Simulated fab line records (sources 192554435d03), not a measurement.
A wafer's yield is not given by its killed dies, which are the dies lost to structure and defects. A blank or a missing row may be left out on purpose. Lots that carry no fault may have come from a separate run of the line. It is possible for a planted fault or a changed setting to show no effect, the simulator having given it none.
A single fault, viewed from 3 desks / flow n5 finfet / each desk holds nothing but its own numbers, with what lay behind them at the end

FOR THE TOOL OWNER'S DESK: pecvd-04
The tool's own readings at N5_BEOL_M10_PECVD_70 (deposits SiO2 from TEOS/O2, target thk 20 nm, time 22.7 s): means of the sampled wafers that have a number, for each lot that ran on this tool. Any lot whose mean is over 4 standard deviations away from the usual mean is out of limits and marked OUT; that distance is given in the brackets.
Columns: A = heater power w at N5_BEOL_M10_PECVD_70, usual 746 W; B = showerhead plenum p Torr at N5_BEOL_M10_PECVD_70, usual 8.83 Torr; C = susceptor temp C at N5_BEOL_M10_PECVD_70, usual 400.01 C; D = throttle valve pct at N5_BEOL_M10_PECVD_70, usual 22.0 %
lot=L964; first seen here=day 10 12:34; A=904; B=8.89; C=400.05; D=22.1
lot=L966; first seen here=day 10 19:25; A=814; B=8.89; C=400.25; D=22.0
lot=L981; first seen here=day 15 03:34; A=820; B=8.80; C=399.95; D=22.1
lot=L982; first seen here=day 15 12:43; A=825; B=8.87; C=400.00; D=22.2
This desk found nothing out of limits on any of the 4 lots.

THE DEFECT DESK
Lot by lot, what the route's inspections counted, given as the mean of those sampled wafers with a number. Any lot whose mean is over 4 standard deviations away from the usual mean is out of limits and marked OUT; that distance is given in the brackets.
Columns: A = raw defect count at N5_BEOL_M10_INSPECT_58, usual 71
lot=L962; first seen here=day 10 05:35; A=88
lot=L964; first seen here=day 10 19:59; A=82
lot=L963; first seen here=day 10 22:25; A=94
lot=L966; first seen here=day 11 01:08; A=71
lot=L965; first seen here=day 11 08:07; A=50
lot=L973; first seen here=day 13 20:38; A=67
lot=L975; first seen here=day 14 04:43; A=91
lot=L977; first seen here=day 14 19:01; A=54
lot=L981; first seen here=day 15 11:13; A=56
lot=L982; first seen here=day 15 20:07; A=92
lot=L979; first seen here=day 16 05:49; A=68
lot=L983; first seen here=day 16 09:44; A=51
This desk found nothing out of limits on any of the 12 lots.

FROM THE METROLOGY DESK
What the gauges read, lot by lot, whatever tool the lot ran on: means of the sampled wafers that have a number. Any lot whose mean is over 4 standard deviations away from the usual mean is out of limits and marked OUT; that distance is given in the brackets.
Columns: A = M10_RS at N5_BEOL_M10_RS_MEAS_57, usual 0.152 ohm/sq; B = M11_ILD_THK at N5_BEOL_M11_THK_MEAS_01, usual 267 nm
lot=L962; first seen here=day 10 05:34; A=0.155; B=272
lot=L964; first seen here=day 10 19:58; A=0.146; B=268
lot=L963; first seen here=day 10 22:23; A=0.151; B=268
lot=L966; first seen here=day 11 01:06; A=0.155; B=268
lot=L965; first seen here=day 11 08:05; A=0.152; B=266
lot=L973; first seen here=day 13 20:36; A=0.151; B=267
lot=L975; first seen here=day 14 04:41; A=0.151; B=273
lot=L977; first seen here=day 14 18:59; A=0.154; B=266
lot=L981; first seen here=day 15 11:11; A=0.152; B=268
lot=L982; first seen here=day 15 20:05; A=0.145; B=269
lot=L979; first seen here=day 16 05:47; A=0.157; B=268
lot=L983; first seen here=day 16 09:29; A=0.152; B=268
This desk found nothing out of limits on any of the 12 lots.

ALL TOGETHER
Nothing out of limits was seen by the tool owner's desk.
No out-of-limits result turned up at the defect desk.
From the metrology desk's view, nothing was out of limits.

WHAT THE SIMULATOR HAD PUT IN
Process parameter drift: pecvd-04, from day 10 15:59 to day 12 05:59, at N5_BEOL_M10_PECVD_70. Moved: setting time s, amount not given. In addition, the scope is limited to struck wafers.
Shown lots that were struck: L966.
